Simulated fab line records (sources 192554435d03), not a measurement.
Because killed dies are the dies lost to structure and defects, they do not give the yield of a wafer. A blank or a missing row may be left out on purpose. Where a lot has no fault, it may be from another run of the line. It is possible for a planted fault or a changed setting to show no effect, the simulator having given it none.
A lot that was struck, set against a sound lot | flow n5-finfet | 20 steps out of a route of 1938
Sound: wafers L624.1, L624.2, L624.5. Struck: wafers L626.1, L626.5, L626.6. Last of all comes the cause.
At each step with rows: each side's tool, then ch and its chambers, then its first start. Under that, the readings that differ: sound wafers | struck wafers | difference of the means | sigmas: that difference in standard deviations of wafers without a fault.
alike: a reading whose means differ by less than 2 such deviations, as well as words and numbers matching on both sides. not compared: withheld readings; readings where some wafer has no value; bounds like >300 that might hide an equal value; numbers whose values overlap and for which the record gives no deviation.
The two part at a step that has a row with sigmas, a row that says differs or no value, or rows on one side only. Numbers that don't overlap but have no deviation are shown without sigmas and don't part them. Lack of a reading on every wafer of one side parts them only where that side has two or more wafers.

N5_BEOL_M15_VIA_ETCH_16: etches SiO2 in C4F8/O2/Ar, target depth 1792.2 nm.
  sound on rie-diel-03 ch 0,1,3, day 12 18:58; struck on rie-diel-02 ch 0,1, day 12 23:37
  alike: drypump-motor-current-A, oes-product-au, rf-vpp-V, showerhead-plenum-p-Torr, throttle-valve-pct
N5_BEOL_M15_STRIP_63: strips in O2.
  sound on rie-diel-03 ch 0,1,3; struck on rie-diel-02 ch 0,1
  alike: drypump-motor-current-A, o2-flow-sccm, oes-product-au, rf-vpp-V, showerhead-plenum-p-Torr, throttle-valve-pct
  not compared: rf-hours-counter-h
N5_BEOL_M15_STRIP_64: strips in O2.
  sound on rie-diel-03 ch 0,1,3; struck on rie-diel-02 ch 0,1
  alike: drypump-motor-current-A, o2-flow-sccm, oes-product-au, rf-vpp-V, showerhead-plenum-p-Torr, throttle-valve-pct
  not compared: rf-hours-counter-h
then, 2 steps without rows for these wafers: N5_BEOL_M15_STRIP_65 (strips in post etch residue remover, time 60 s); N5_BEOL_M15_SRD_66 (time 30 s, dry time 30 s).
N5_BEOL_M15_CD_MEAS_17: the cd target is 360 nm.
  sound on cd-sem-03 at day 12 19:22; struck on cd-sem-01 at day 13 00:01
  alike: cd-nm
then, 1 step without rows for these wafers: N5_BEOL_M15_COAT_56 (time 60 s, resist thk 550 nm).
N5_BEOL_M15_ETCH_57: etches SOC in N2/H2, time 750 s.
  sound on rie-diel-03 ch 0,2, day 12 19:31; struck on rie-diel-04 ch 0,1,3, day 13 00:08
  alike: drypump-motor-current-A, oes-product-au, rf-vpp-V, showerhead-plenum-p-Torr, throttle-valve-pct
  not compared: rf-hours-counter-h
then, 4 steps without rows for these wafers: N5_BEOL_M15_COAT_60 (time 60 s, resist thk 89 nm); N5_BEOL_M15_COAT_22 (resist thk 800 nm); N5_BEOL_M15_EBR_24; N5_BEOL_M15_SOFTBAKE_23 (time 60 s).
N5_BEOL_M15_EXPOSE_25: exposes mask M15, target cd 400 nm.
  sound on krf-scanner-01 ch 0, day 12 20:16; struck on krf-scanner-01 ch 0, day 13 00:44
  reading                          | sound    | struck         | difference | sigmas
  model.BEOL_M15.overlay-x-nm (nm) | -1 -1 -1 | 58.6 58.6 58.6 | +59.6      |
  alike: mask
then, 3 steps without rows for these wafers: N5_BEOL_M15_PEB_26 (peb time 90 s); N5_BEOL_M15_DEVELOP_27 (develop time 45 s); N5_BEOL_M15_HARDBAKE_32 (time 120 s).
N5_BEOL_M15_CD_MEAS_28: the cd target is 407.6 nm.
  sound on cd-sem-01 ch 0, day 12 20:26; struck on cd-sem-02 ch 0, day 13 00:54
  alike: cd-nm
N5_BEOL_M15_OVL_MEAS_29:
  sound on overlay-02 ch 0, day 12 20:28; struck on overlay-01 ch 0, day 13 00:56
  reading      | sound | struck   | difference | sigmas
  M15_OVL (nm) | 0 1 5 | 61 60 57 | +57        | +13
N5_BEOL_M15_INSPECT_30: inspects for defects (macro).
  sound on defect-inspect-02 at day 12 20:29; struck on defect-inspect-01 at day 13 00:57
  alike: raw-defect-count
N5_PASSIVATION_PROBE_49:
  sound on prober-01 at day 13 16:14; struck on prober-02 at day 13 18:09
  alike: defect-limited-yield, killed_at_M0_to_M3, killed_at_M4_up, killed-at-contacts, killed-at-front-end, killed-at-other, killed-dies, killed-open, killed-short, sort_bin_5_function, sort_bin_6_memory, sort-n-pass, sort-yield-pct

WHERE THEY PART
Only at N5_BEOL_M15_OVL_MEAS_29, within this record. Later steps at which nothing parts them and some readings are alike: N5_BEOL_M15_INSPECT_30, N5_PASSIVATION_PROBE_49.

WHY: what had been put in by the simulator
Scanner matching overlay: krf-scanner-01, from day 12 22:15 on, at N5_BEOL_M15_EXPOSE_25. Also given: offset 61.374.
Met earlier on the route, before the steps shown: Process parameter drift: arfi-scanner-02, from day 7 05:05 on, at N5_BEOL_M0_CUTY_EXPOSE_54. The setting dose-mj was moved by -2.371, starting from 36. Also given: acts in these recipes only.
